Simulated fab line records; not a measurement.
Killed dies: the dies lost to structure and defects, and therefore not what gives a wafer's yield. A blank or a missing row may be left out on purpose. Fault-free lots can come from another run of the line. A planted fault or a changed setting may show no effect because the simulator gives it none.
fab line records	flow nandHarc
record lots=24	wafers=72	lastDay=33
route steps=1302 shown P_M2@329 P_BONDPAD@352 A_ZERO_WELL@403
lots that met no fault: taken from a fault-free run of the same line
startH: hours from the record's opening day to when the first of the lot's shown wafers began	waitH: hours since the lot's step before	" unchanged from the row above	L1.1+2: one row covering several wafers at once	- value missing, or start not given	* or withheld: withheld	< > ~ a bound
route shown NAME@n: a module of which the file shows steps, and the number in the route of the first	usual: average and standard deviation across the fault-free wafers	same: alike in all rows	chamber/n: place in a boat	sites: per-site readings	_std_site: the values' standard deviation	_edge_site: outer sites' mean less inner sites'	radiusMm: for every site, how far away it sits from the centre of the wafer	mask NAME#n: copy n	behind: the tool/chamber that last shaped the wafer	hold: reason for holding the lot/hours on hold/outcome of the hold	device: the transistor (n, p or np) that didn't switch	end of line: tests of these same wafers at the route's end	a step with no rows: only its recipe	killed: dies lost to structure and defects at the first sort, not the wafer's yield	map: dies across one wafer; x = killed, . = not, _ = none there
set.NAME: the setting the step ran with; set.NAME@STEP: the setting that earlier step ran with	model.NAME: the simulator's own value behind a step, which no gauge read
steps of the route over a sample of lots; a table a step, a row a wafer
services: when a tool's chamber went out of use (startH, in hours from the record's first day, below 0 if earlier), for how many hours, and the reason
## steps
# step NHARC_P_M2_OVL_MEAS_10
# recipe pitchNm=340
# usual overlayXNm=-0.1/0.81	overlayYNm=-0.1/1.1
lot.wafer	tool	chamber	startH	waitH	overlayXNm	overlayYNm
L074.1	overlay-02	-	139.07	-	-0.4	1.2
L074.5	"	-	"	"	-0.7	0.8
L074.6	"	-	"	"	-0.5	0.9
L075.4	overlay-02	-	140.62	-	0.3	0.4
L075.5	"	-	"	"	0.7	0.3
L075.6	"	-	"	"	1.2	0.3
L076.1	overlay-01	-	154.45	-	-0.5	0.6
L076.3	"	-	"	"	0.1	0.7
L076.4	"	-	"	"	-0.2	1.2
L077.3	overlay-01	-	159.89	-	0.5	-0.6
L077.5	"	-	"	"	0.3	-1.1
L077.6	"	-	"	"	0.0	-0.6
L078.1	overlay-01	-	170.75	-	0.8	0.8
L078.4	"	-	"	"	0.0	0.7
L078.5	"	-	"	"	0.5	1.0
L079.3	overlay-01	-	184.07	-	-1.7	-0.1
L079.4	"	-	"	"	-1.3	-0.5
L079.6	"	-	"	"	-0.9	0.3
L080.1	overlay-02	-	184.97	-	-0.4	-0.3
L080.5	"	-	"	"	-0.6	-0.1
L080.6	"	-	"	"	-0.6	0.0
L081.1	overlay-02	-	197.30	-	-0.8	0.8
L081.2	"	-	"	"	-0.3	1.0
L081.5	"	-	"	"	-0.4	1.0
L082.1	overlay-02	-	210.50	-	-0.1	-0.8
L082.3	"	-	"	"	-0.3	-1.4
L082.6	"	-	"	"	-0.1	-0.9
L083.1	overlay-01	-	222.62	-	0.5	-2.8
L083.3	"	-	"	"	-0.2	-3.1
L083.4	"	-	"	"	-0.1	-2.8
L084.1	overlay-01	-	229.28	-	-1.7	0.7
L084.2	"	-	"	"	-1.1	1.0
L084.3	"	-	"	"	-0.7	0.7
L085.3	overlay-02	-	239.40	-	1.1	0.8
L085.5	"	-	"	"	1.2	1.0
L085.6	"	-	"	"	0.6	0.8
L086.2	overlay-02	-	247.63	-	-1.9	-0.7
L086.5	"	-	"	"	-1.7	-1.0
L086.6	"	-	"	"	-1.4	-0.6
L087.3	overlay-02	-	257.81	-	0.8	-1.6
L087.4	"	-	"	"	0.7	-0.9
L087.5	"	-	"	"	0.5	-1.2
L088.2	overlay-01	-	274.05	-	0.5	1.1
L088.5	"	-	"	"	0.7	0.7
L088.6	"	-	"	"	1.1	0.6
L089.1	overlay-02	-	278.03	-	1.5	0.0
L089.2	"	-	"	"	1.2	0.3
L089.4	"	-	"	"	1.3	-0.3
L090.1	overlay-02	-	290.32	-	-1.2	0.9
L090.2	"	-	"	"	-1.3	0.7
L090.4	"	-	"	"	-0.8	1.1
L091.2	overlay-01	-	300.31	-	0.0	-0.5
L091.3	"	-	"	"	0.2	-0.6
L091.4	"	-	"	"	-0.5	-0.8
L092.1	overlay-02	-	311.60	-	-1.3	-2.3
L092.3	"	-	"	"	-0.9	-1.5
L092.6	"	-	"	"	-0.6	-1.8
L093.4	overlay-02	-	315.83	-	0.7	-0.1
L093.5	"	-	"	"	1.4	-0.4
L093.6	"	-	"	"	1.6	-0.6
L094.1	overlay-02	-	334.44	-	0.5	-0.9
L094.2	"	-	"	"	0.5	-1.1
L094.4	"	-	"	"	0.6	-1.0
L095.1	overlay-01	-	335.51	-	-0.5	-1.2
L095.3	"	-	"	"	-0.3	-0.4
L095.4	"	-	"	"	-0.1	-0.7
L096.1	overlay-02	-	356.00	-	-0.1	-0.5
L096.3	"	-	"	"	-0.4	-0.8
L096.5	"	-	"	"	-0.6	-0.3
L097.3	overlay-01	-	363.76	-	-0.5	0.5
L097.4	"	-	"	"	-0.1	0.6
L097.5	"	-	"	"	-0.8	1.0
# step NHARC_P_M2_PVD_21
# recipe targetThkA=300	chamberPressurePa=5	powerW=5000	substrateTempC=30	timeS=20.49	material=Cu
# usual throttleValvePct=30.1/0.71
lot.wafer	tool	chamber	startH	waitH	throttleValvePct
L074.1	pvdSputter-02	-	-	-	30.1
L074.6	"	-	"	"	30.7
L074.5	"	-	"	"	30.2
L075.4	pvdSputter-01	-	-	-	29.0
L075.6	"	-	"	"	31.2
L075.5	"	-	"	"	29.2
L076.4	pvdSputter-01	-	-	-	29.1
L076.3	"	-	"	"	29.7
L076.1	"	-	"	"	29.2
L077.3	pvdSputter-01	-	-	-	31.0
L077.6	"	-	"	"	29.3
L077.5	"	-	"	"	29.3
L078.4	pvdSputter-02	-	-	-	30.1
L078.1	"	-	"	"	30.2
L078.5	"	-	"	"	30.0
L079.4	pvdSputter-01	-	-	-	29.5
L079.3	"	-	"	"	29.3
L079.6	"	-	"	"	29.2
L080.1	pvdSputter-01	-	-	-	31.1
L080.5	"	-	"	"	30.8
L080.6	"	-	"	"	29.2
L081.2	pvdSputter-02	-	-	-	30.4
L081.1	"	-	"	"	30.3
L081.5	"	-	"	"	30.1
L082.1	pvdSputter-03	-	-	-	30.2
L082.3	"	-	"	"	30.9
L082.6	"	-	"	"	29.0
L083.4	pvdSputter-03	-	-	-	31.4
L083.1	"	-	"	"	28.9
L083.3	"	-	"	"	30.1
L084.2	pvdSputter-03	-	-	-	31.1
L084.3	"	-	"	"	28.9
L084.1	"	-	"	"	30.0
L085.3	pvdSputter-03	-	-	-	29.9
L085.6	"	-	"	"	31.2
L085.5	"	-	"	"	29.0
L086.2	pvdSputter-03	-	-	-	30.8
L086.5	"	-	"	"	31.1
L086.6	"	-	"	"	28.9
L087.3	pvdSputter-02	-	-	-	30.5
L087.4	"	-	"	"	30.0
L087.5	"	-	"	"	30.6
L088.2	pvdSputter-01	-	-	-	29.9
L088.5	"	-	"	"	30.5
L088.6	"	-	"	"	29.9
L089.2	pvdSputter-03	-	-	-	31.0
L089.4	"	-	"	"	28.9
L089.1	"	-	"	"	30.1
L090.2	pvdSputter-03	-	-	-	29.7
L090.1	"	-	"	"	30.6
L090.4	"	-	"	"	31.0
L091.3	pvdSputter-03	-	-	-	31.1
L091.2	"	-	"	"	28.8
L091.4	"	-	"	"	30.5
L092.3	pvdSputter-01	-	-	-	30.0
L092.1	"	-	"	"	29.4
L092.6	"	-	"	"	30.4
L093.4	pvdSputter-01	-	-	-	30.5
L093.5	"	-	"	"	29.6
L093.6	"	-	"	"	30.5
L094.2	pvdSputter-01	-	-	-	29.4
L094.4	"	-	"	"	30.6
L094.1	"	-	"	"	30.0
L095.4	pvdSputter-02	-	-	-	30.3
L095.1	"	-	"	"	29.7
L095.3	"	-	"	"	30.4
L096.1	pvdSputter-01	-	-	-	30.2
L096.3	"	-	"	"	30.7
L096.5	"	-	"	"	29.5
L097.3	pvdSputter-01	-	-	-	30.1
L097.4	"	-	"	"	30.6
L097.5	"	-	"	"	29.3
# step NHARC_P_M2_PRE_CLEAN_32
# recipe timeS=12	tempC=370	rfPowerW=300	gas=NH3
# usual heaterPowerOuterW=372/42	heaterPowerW=625/73
lot.wafer	tool	chamber	startH	waitH	heaterPowerOuterW	heaterPowerW
L074.1	pecvd-02	0	142.02	0.2	414	684
L074.5	"	2	"	"	328	493
L074.6	"	0	"	"	402	684
L075.4	pecvd-01	2	143.50	0.1	368	678
L075.5	"	1	"	"	456	747
L075.6	"	2	"	"	366	692
L076.1	pecvd-02	1	157.25	0.1	353	611
L076.3	"	2	"	"	328	508
L076.4	"	2	"	"	331	520
L077.3	pecvd-02	1	162.67	0.1	376	613
L077.5	"	0	"	"	360	620
L077.6	"	1	"	"	380	615
L078.1	pecvd-01	2	173.51	0.1	371	693
L078.5	"	1	"	"	416	695
L078.4	"	2	"	"	369	694
L079.3	pecvd-02	0	186.82	0.1	337	593
L079.6	"	0	"	"	331	581
L079.4	"	2	"	"	365	566
L080.1	pecvd-01	2	187.74	0.1	385	688
L080.5	"	1	"	"	400	671
L080.6	"	0	"	"	463	807
L081.1	pecvd-02	0	200.06	0.1	426	709
L081.2	"	1	"	"	358	606
L081.5	"	1	"	"	365	608
L082.3	pecvd-02	2	213.26	0.1	375	572
L082.1	"	0	"	"	352	591
L082.6	"	2	"	"	379	578
L083.3	pecvd-02	2	225.64	0.1	326	523
L083.1	"	0	"	"	347	617
L083.4	"	0	"	"	347	596
L084.3	pecvd-04	2	232.01	0.1	380	711
L084.1	"	0	"	"	399	675
L084.2	"	1	"	"	341	602
L085.3	pecvd-01	1	242.19	0.1	437	711
L085.6	"	1	"	"	432	703
L085.5	"	2	"	"	306	610
L086.2	pecvd-02	0	250.38	0.1	441	695
L086.5	"	0	"	"	438	708
L086.6	"	1	"	"	299	542
L087.3	pecvd-02	2	260.60	0.1	358	539
L087.4	"	2	"	"	362	526
L087.5	"	0	"	"	351	591
L088.2	pecvd-02	1	277.24	0.1	318	557
L088.5	"	1	"	"	325	566
L088.6	"	0	"	"	425	701
L089.2	pecvd-02	2	280.79	0.1	404	592
L089.1	"	0	"	"	421	672
L089.4	"	0	"	"	398	694
L090.2	pecvd-02	2	293.08	0.1	376	579
L090.1	"	0	"	"	415	648
L090.4	"	2	"	"	372	574
L091.2	pecvd-02	2	303.04	0.1	390	583
L091.3	"	1	"	"	380	639
L091.4	"	1	"	"	383	635
L092.1	pecvd-04	0	314.38	0.1	445	688
L092.3	"	1	"	"	355	620
L092.6	"	2	"	"	315	639
L093.6	pecvd-04	1	318.61	0.1	327	555
L093.5	"	2	"	"	357	697
L093.4	"	0	"	"	406	658
L094.2	pecvd-01	1	337.17	0.1	367	636
L094.1	"	2	"	"	302	593
L094.4	"	1	"	"	372	634
L095.1	pecvd-02	1	338.23	0.1	362	605
L095.3	"	2	"	"	322	498
L095.4	"	0	"	"	366	619
L096.1	pecvd-04	1	358.75	0.1	350	594
L096.3	"	2	"	"	361	698
L096.5	"	0	"	"	393	637
L097.3	pecvd-02	2	366.53	0.1	381	591
L097.4	"	1	"	"	355	597
L097.5	"	2	"	"	388	582
# step NHARC_P_BONDPAD_CMP_32
# recipe targetThkNm=200	material=SiCN
# usual motorCurrentA=11.8/1.4
lot.wafer	tool	chamber	startH	waitH	motorCurrentA
L074.1	cmp-01	1	142.95	-	11.8
L074.5	"	2	"	"	10.3
L074.6	"	3	"	"	11.0
L075.4	cmp-02	0	144.63	0.3	10.3
L075.6	"	0	"	"	10.9
L075.5	"	1	"	"	13.0
L076.1	cmp-03	3	158.17	-	9.9
L076.4	"	0	"	"	13.5
L076.3	"	1	"	"	10.7
L077.3	cmp-01	0	163.63	-	13.5
L077.5	"	1	"	"	11.3
L077.6	"	2	"	"	10.2
L078.1	cmp-02	0	174.42	-	10.7
L078.4	"	1	"	"	14.2
L078.5	"	3	"	"	13.2
L079.3	cmp-03	0	187.75	-	13.2
L079.4	"	2	"	"	12.3
L079.6	"	3	"	"	10.0
L080.1	cmp-03	2	188.64	-	13.3
L080.6	"	1	"	"	10.8
L080.5	"	2	"	"	12.9
L081.1	cmp-02	1	200.95	-	13.3
L081.2	"	0	"	"	10.7
L081.5	"	2	"	"	11.9
L082.3	cmp-02	1	214.18	-	13.3
L082.1	"	2	"	"	11.5
L082.6	"	1	"	"	14.0
L083.1	cmp-03	2	226.55	-	12.6
L083.4	"	3	"	"	9.3
L083.3	"	0	"	"	13.7
L084.2	cmp-03	3	232.91	-	9.4
L084.1	"	1	"	"	11.0
L084.3	"	2	"	"	13.2
L085.3	cmp-03	3	243.23	-	9.6
L085.6	"	3	"	"	9.8
L085.5	"	0	"	"	13.7
L086.2	cmp-03	1	251.29	-	10.1
L086.6	"	1	"	"	10.3
L086.5	"	2	"	"	12.4
L087.3	cmp-01	2	261.50	-	10.5
L087.4	"	1	"	"	12.1
L087.5	"	3	"	"	10.8
L088.2	cmp-02	0	278.28	0.5	10.6
L088.5	"	0	"	"	10.6
L088.6	"	1	"	"	13.2
L089.2	cmp-02	0	281.80	-	11.1
L089.1	"	1	"	"	13.3
L089.4	"	3	"	"	13.2
L090.1	cmp-03	0	293.97	-	13.4
L090.4	"	1	"	"	11.0
L090.2	"	3	"	"	10.0
L091.3	cmp-02	1	303.95	-	13.4
L091.2	"	3	"	"	13.3
L091.4	"	0	"	"	10.9
L092.3	cmp-03	3	315.36	-	9.3
L092.1	"	1	"	"	10.0
L092.6	"	0	"	"	13.4
L093.4	cmp-01	2	319.45	-	9.9
L093.6	"	2	"	"	10.2
L093.5	"	3	"	"	11.2
L094.1	cmp-02	1	338.17	0.5	13.6
L094.2	"	2	"	"	12.2
L094.4	"	0	"	"	10.6
L095.1	cmp-02	2	339.11	-	11.9
L095.3	"	0	"	"	11.2
L095.4	"	1	"	"	13.5
L096.3	cmp-01	0	359.66	-	13.1
L096.1	"	2	"	"	9.8
L096.5	"	3	"	"	10.7
L097.4	cmp-02	1	367.42	-	13.9
L097.3	"	2	"	"	11.6
L097.5	"	2	"	"	11.0
# step NHARC_P_BONDPAD_STRIP_15
# recipe o2FlowSccm=500	arFlowSccm=0	biasW=0	chemistry=O2
# usual drypumpMotorCurrentA=5.6/0.37	oesProductAu=0.999/0.0078	rfVppV=58.0/0.88	showerheadPlenumPTorr=3.58/0.16	throttleValvePct=17.036/0.0089
lot.wafer	tool	chamber	startH	waitH	drypumpMotorCurrentA	oesProductAu	rfHoursCounterH	rfVppV	showerheadPlenumPTorr	throttleValvePct
L074.1	rieDiel-01	1	144.23	0.1	5.6	0.990	5.1	56.7	3.54	17.025
L074.5	"	3	"	"	5.2	0.999	-	57.3	3.31	17.023
L074.6	"	0	"	"	5.8	1.006	-	57.2	3.76	17.032
L075.4	rieDiel-01	1	146.09	0.1	5.6	0.992	5.2	58.5	3.54	17.033
L075.6	"	2	"	"	5.7	0.996	-	57.7	3.50	17.049
L075.5	"	3	"	"	5.2	1.009	-	58.5	3.31	17.035
L076.4	rieDiel-01	0	159.64	0.1	5.8	0.999	6.5	56.8	3.76	17.051
L076.1	"	2	"	"	5.7	1.002	6.1	58.5	3.50	17.029
L076.3	"	3	"	"	5.2	1.004	6.4	57.5	3.31	17.023
L077.3	rieDiel-01	1	164.97	0.1	5.6	0.986	7.0	57.8	3.54	17.038
L077.6	"	1	"	"	5.6	0.989	-	57.4	3.54	17.028
L077.5	"	2	"	"	5.7	0.991	-	58.1	3.50	17.037
L078.4	rieDiel-10	0	175.83	0.1	5.1	1.000	2.5	58.2	3.68	17.046
L078.1	"	1	"	"	5.8	0.995	2.6	58.6	3.74	17.043
L078.5	"	2	"	"	6.1	1.017	-	57.2	3.58	17.044
L079.3	rieDiel-10	3	189.23	0.1	5.3	1.013	3.2	58.6	3.78	17.053
L079.4	"	0	"	"	5.1	0.997	-	58.5	3.68	17.038
L079.6	"	2	"	"	6.1	1.003	-	56.8	3.58	17.050
L080.1	rieDiel-04	0	190.10	0.1	5.9	1.006	0.1	57.6	3.32	17.028
L080.6	"	3	"	"	4.9	0.994	-	57.5	3.55	17.051
L080.5	"	0	"	"	5.9	0.990	-	57.1	3.32	17.034
L081.2	rieDiel-01	0	202.37	0.1	5.8	0.995	9.3	59.0	3.76	17.024
L081.1	"	1	"	"	5.7	0.992	9.6	57.8	3.54	17.051
L081.5	"	1	"	"	5.6	0.989	-	56.1	3.54	17.051
L082.1	rieDiel-10	3	215.58	0.1	5.4	1.001	4.1	59.0	3.78	17.040
L082.3	"	1	"	"	5.8	0.994	3.5	58.1	3.74	17.029
L082.6	"	0	"	"	5.2	1.003	-	58.5	3.68	17.050
L083.4	rieDiel-04	1	227.85	0.1	5.2	0.991	1.2	58.1	3.72	17.033
L083.1	"	2	"	"	6.2	1.006	1.4	58.6	3.64	17.042
L083.3	"	0	"	"	5.9	1.000	1.2	56.2	3.32	17.032
L084.3	rieDiel-10	1	234.34	0.1	5.8	0.996	4.1	58.6	3.74	17.043
L084.2	"	2	"	"	6.1	1.016	4.6	59.8	3.58	17.043
L084.1	"	3	"	"	5.3	1.008	4.7	59.2	3.78	17.032
L085.3	rieDiel-01	2	244.68	0.1	5.7	0.989	0.7	58.4	3.50	17.026
L085.5	"	0	"	"	5.8	0.994	-	57.6	3.76	17.020
L085.6	"	1	"	"	5.6	0.985	-	56.9	3.54	17.035
L086.2	rieDiel-04	2	252.62	0.1	6.2	1.011	2.2	58.7	3.64	17.045
L086.6	"	2	"	"	6.2	1.000	-	59.3	3.64	17.035
L086.5	"	3	"	"	4.9	0.986	-	57.0	3.55	17.033
L087.4	rieDiel-04	1	262.94	0.1	5.2	0.999	2.7	58.3	3.72	17.020
L087.3	"	2	"	"	6.2	1.006	2.8	57.9	3.64	17.022
L087.5	"	1	"	"	5.2	0.999	-	58.3	3.72	17.036
L088.2	rieDiel-01	3	279.74	0.1	5.2	1.003	3.0	57.2	3.30	17.042
L088.5	"	0	"	"	5.8	0.995	-	58.5	3.76	17.035
L088.6	"	1	"	"	5.6	0.996	-	57.5	3.54	17.023
L089.1	rieDiel-01	3	283.11	0.1	5.2	1.005	3.0	57.8	3.30	17.030
L089.2	"	0	"	"	5.8	1.008	3.9	59.7	3.76	17.031
L089.4	"	1	"	"	5.6	0.999	3.8	58.6	3.54	17.030
L090.4	rieDiel-04	2	295.39	0.1	6.2	0.993	4.4	57.6	3.63	17.032
L090.1	"	0	"	"	5.9	1.012	5.0	57.3	3.32	17.050
L090.2	"	1	"	"	5.2	0.995	4.3	58.8	3.72	17.033
L091.2	rieDiel-01	1	305.24	0.1	5.6	1.007	4.3	59.6	3.54	17.036
L091.3	"	2	"	"	5.7	1.004	3.7	58.8	3.50	17.028
L091.4	"	0	"	"	5.8	0.998	4.3	57.8	3.76	17.043
L092.1	rieDiel-10	0	316.65	0.1	5.1	0.992	1.8	57.2	3.68	17.026
L092.3	"	3	"	"	5.3	0.992	1.6	58.4	3.77	17.043
L092.6	"	1	"	"	5.8	0.991	-	58.8	3.74	17.025
L093.4	rieDiel-04	2	320.91	0.1	6.2	1.005	6.4	58.1	3.63	17.033
L093.6	"	3	"	"	4.9	0.991	-	58.3	3.55	17.040
L093.5	"	0	"	"	5.9	0.999	-	57.1	3.32	17.033
L094.2	rieDiel-01	3	339.59	0.1	5.2	1.006	5.1	56.3	3.30	17.039
L094.1	"	2	"	"	5.7	1.015	5.8	56.3	3.50	17.034
L094.4	"	3	"	"	5.2	1.012	-	56.2	3.30	17.043
L095.3	rieDiel-01	0	340.55	0.1	5.8	0.987	6.0	58.1	3.76	17.023
L095.1	"	2	"	"	5.8	1.001	5.9	56.8	3.50	17.039
L095.4	"	2	"	"	5.8	1.014	-	58.5	3.50	17.026
L096.3	rieDiel-01	0	360.92	0.1	5.8	0.988	8.0	59.1	3.76	17.049
L096.1	"	1	"	"	5.6	0.998	6.7	57.6	3.53	17.032
L096.5	"	1	"	"	5.6	0.994	-	57.0	3.53	17.025
L097.3	rieDiel-10	3	368.85	0.1	5.4	1.005	3.3	58.7	3.77	17.032
L097.4	"	0	"	"	5.2	1.014	3.5	58.2	3.68	17.036
L097.5	"	2	"	"	6.1	1.009	-	57.5	3.58	17.032
# step NHARC_A_ZERO_WELL_DESCUM_12
# recipe timeS=3	o2FlowSccm=200	arFlowSccm=0	biasPowerW=0	chemistry=O2
# usual drypumpMotorCurrentA=5.8/0.45	oesProductAu=1.000/0.0093	rfVppV=57.8/0.85	showerheadPlenumPTorr=1.92/0.079	throttleValvePct=11.311/0.0095
lot.wafer	tool	chamber	startH	waitH	drypumpMotorCurrentA	oesProductAu	rfHoursCounterH	rfVppV	showerheadPlenumPTorr	throttleValvePct
L074.1	rieDiel-11	1	148.05	-	5.9	0.987	9	57.4	1.91	11.313
L074.6	"	2	"	"	5.7	1.005	-	58.3	1.86	11.328
L074.5	"	3	"	"	6.2	1.009	-	57.9	1.88	11.324
L075.4	rieDiel-11	0	149.82	-	5.9	1.011	9	56.5	1.80	11.318
L075.6	"	1	"	"	5.9	1.000	-	58.8	1.91	11.308
L075.5	"	2	"	"	5.7	1.000	-	56.5	1.86	11.306
L076.1	rieDiel-05	1	163.37	-	5.8	1.003	2	57.3	2.01	11.310
L076.3	"	3	"	"	6.6	0.999	2	56.8	1.92	11.321
L076.4	"	0	"	"	5.7	0.997	2	57.6	2.04	11.309
L077.3	rieDiel-05	1	168.49	-	5.8	0.994	2	56.8	2.01	11.317
L077.5	"	3	"	"	6.6	0.999	-	58.9	1.92	11.309
L077.6	"	2	"	"	5.1	1.004	-	58.6	1.84	11.310
L078.1	rieDiel-05	3	179.74	-	6.6	1.001	3	58.9	1.92	11.309
L078.4	"	1	"	"	5.8	1.004	-	59.2	2.01	11.303
L078.5	"	2	"	"	5.1	1.008	-	56.8	1.84	11.316
L079.3	rieDiel-05	3	192.75	-	6.6	0.999	3	56.3	1.92	11.287
L079.4	"	1	"	"	5.8	1.002	3	57.8	2.01	11.300
L079.6	"	3	"	"	6.6	0.999	-	57.9	1.92	11.304
L080.1	rieDiel-06	1	193.80	-	5.7	1.015	18	56.8	1.92	11.300
L080.5	"	1	"	"	5.7	1.011	-	59.4	1.92	11.312
L080.6	"	2	"	"	6.6	0.986	-	56.3	1.89	11.306
L081.1	rieDiel-05	2	206.07	-	5.1	1.002	4	55.0	1.84	11.295
L081.2	"	1	"	"	5.8	1.001	3	56.5	2.01	11.303
L081.5	"	3	"	"	6.6	0.993	-	57.4	1.92	11.317
L082.3	rieDiel-05	3	219.23	-	6.6	1.003	4	58.3	1.92	11.321
L082.1	"	1	"	"	5.8	1.000	4	58.5	2.01	11.307
L082.6	"	0	"	"	5.7	1.003	-	57.7	2.04	11.318
L083.3	rieDiel-11	3	231.62	-	6.2	1.007	24	58.5	1.87	11.308
L083.4	"	1	"	"	5.8	0.980	27	58.1	1.90	11.320
L083.1	"	2	"	"	5.7	0.988	26	55.8	1.85	11.315
L084.3	rieDiel-11	2	237.97	-	5.7	0.993	26	56.9	1.85	11.307
L084.1	"	0	"	"	5.9	0.996	26	57.6	1.80	11.332
L084.2	"	1	"	"	5.9	0.974	27	57.4	1.90	11.299
L085.3	rieDiel-11	0	248.33	-	5.9	0.988	28	57.1	1.80	11.297
L085.5	"	1	"	"	5.8	0.988	-	58.0	1.90	11.284
L085.6	"	2	"	"	5.7	1.004	-	57.8	1.85	11.332
L086.2	rieDiel-05	2	256.19	-	5.1	1.008	1	58.7	1.84	11.315
L086.5	"	1	"	"	5.8	0.996	-	58.7	2.01	11.307
L086.6	"	2	"	"	5.1	1.005	-	57.6	1.84	11.321
L087.3	rieDiel-05	3	266.56	-	6.6	1.004	1	56.4	1.92	11.297
L087.4	"	2	"	"	5.1	1.001	1	58.0	1.84	11.300
L087.5	"	3	"	"	6.6	0.996	-	58.4	1.92	11.317
L088.2	rieDiel-05	2	283.35	-	5.1	0.998	1	57.7	1.84	11.315
L088.5	"	0	"	"	5.7	1.004	-	57.7	2.04	11.314
L088.6	"	1	"	"	5.8	0.994	-	58.3	2.01	11.314
L089.2	rieDiel-05	0	286.72	-	5.7	1.009	2	59.1	2.04	11.318
L089.1	"	1	"	"	5.8	1.011	1	57.2	2.01	11.314
L089.4	"	2	"	"	5.1	1.010	1	57.9	1.84	11.316
L090.2	rieDiel-05	0	298.92	-	5.7	1.006	2	57.9	2.04	11.304
L090.1	"	1	"	"	5.8	1.002	1	58.3	2.00	11.318
L090.4	"	2	"	"	5.1	1.012	1	56.8	1.84	11.309
L091.4	rieDiel-11	1	308.90	-	5.8	0.992	6	59.5	1.90	11.319
L091.2	"	2	"	"	5.7	1.002	7	57.0	1.85	11.326
L091.3	"	3	"	"	6.2	1.006	8	57.9	1.87	11.318
L092.3	rieDiel-05	2	320.29	-	5.1	0.995	2	57.8	1.84	11.314
L092.1	"	3	"	"	6.6	1.006	2	58.0	1.92	11.332
L092.6	"	2	"	"	5.1	1.007	-	58.6	1.84	11.320
L093.4	rieDiel-05	0	324.53	-	5.7	1.011	2	59.1	2.04	11.318
L093.6	"	1	"	"	5.8	0.998	-	56.7	2.00	11.312
L093.5	"	2	"	"	5.1	1.001	-	57.2	1.84	11.305
L094.1	rieDiel-05	0	343.28	-	5.7	1.004	3	58.1	2.04	11.314
L094.4	"	1	"	"	5.8	0.990	3	56.7	2.00	11.324
L094.2	"	2	"	"	5.1	1.002	3	57.2	1.84	11.307
L095.1	rieDiel-11	0	344.09	-	5.9	1.001	13	56.8	1.79	11.303
L095.4	"	1	"	"	5.9	0.980	10	57.6	1.90	11.320
L095.3	"	2	"	"	5.7	1.012	11	57.4	1.85	11.312
L096.1	rieDiel-05	2	364.56	-	5.1	1.005	3	58.5	1.84	11.308
L096.3	"	3	"	"	6.6	0.998	3	56.3	1.92	11.312
L096.5	"	3	"	"	6.6	0.988	-	57.3	1.92	11.302
L097.3	rieDiel-11	0	372.50	-	5.9	1.003	17	56.7	1.79	11.307
L097.4	"	1	"	"	5.9	0.967	15	57.9	1.90	11.307
L097.5	"	3	"	"	6.2	1.018	-	56.4	1.87	11.299
## services
tool	chamber	startH	hours	kind
cmp-03	-	121.71	1.8	repair
cmp-02	-	134.51	4.0	pm
rieDiel-05	0	144.15	1.3	repair
cmp-02	-	153.67	2.4	repair
cmp-03	-	162.00	4.0	pm
rieDiel-05	0	168.47	16.1	repair
rieDiel-01	3	183.18	30.8	repair
rieDiel-01	-	188.68	0.4	repair
cmp-03	-	196.80	2.9	repair
rieDiel-01	-	203.97	9.0	pm
pvdSputter-01	-	226.00	10.0	pm
rieDiel-01	3	226.58	4.4	repair
pecvd-02	-	229.34	13.0	pm
rieDiel-05	-	229.60	9.0	pm
cmp-02	-	232.51	4.0	pm
rieDiel-05	3	255.97	2.4	repair
cmp-02	-	268.92	1.8	repair
pvdSputter-01	-	293.84	4.3	repair
pecvd-02	2	297.89	1.9	repair
pvdSputter-01	-	301.41	1.6	repair
rieDiel-01	1	329.55	4.6	repair
cmp-02	-	330.51	4.0	pm
rieDiel-01	1	339.34	12.9	repair
cmp-02	-	371.88	0.8	repair
## key
fault none
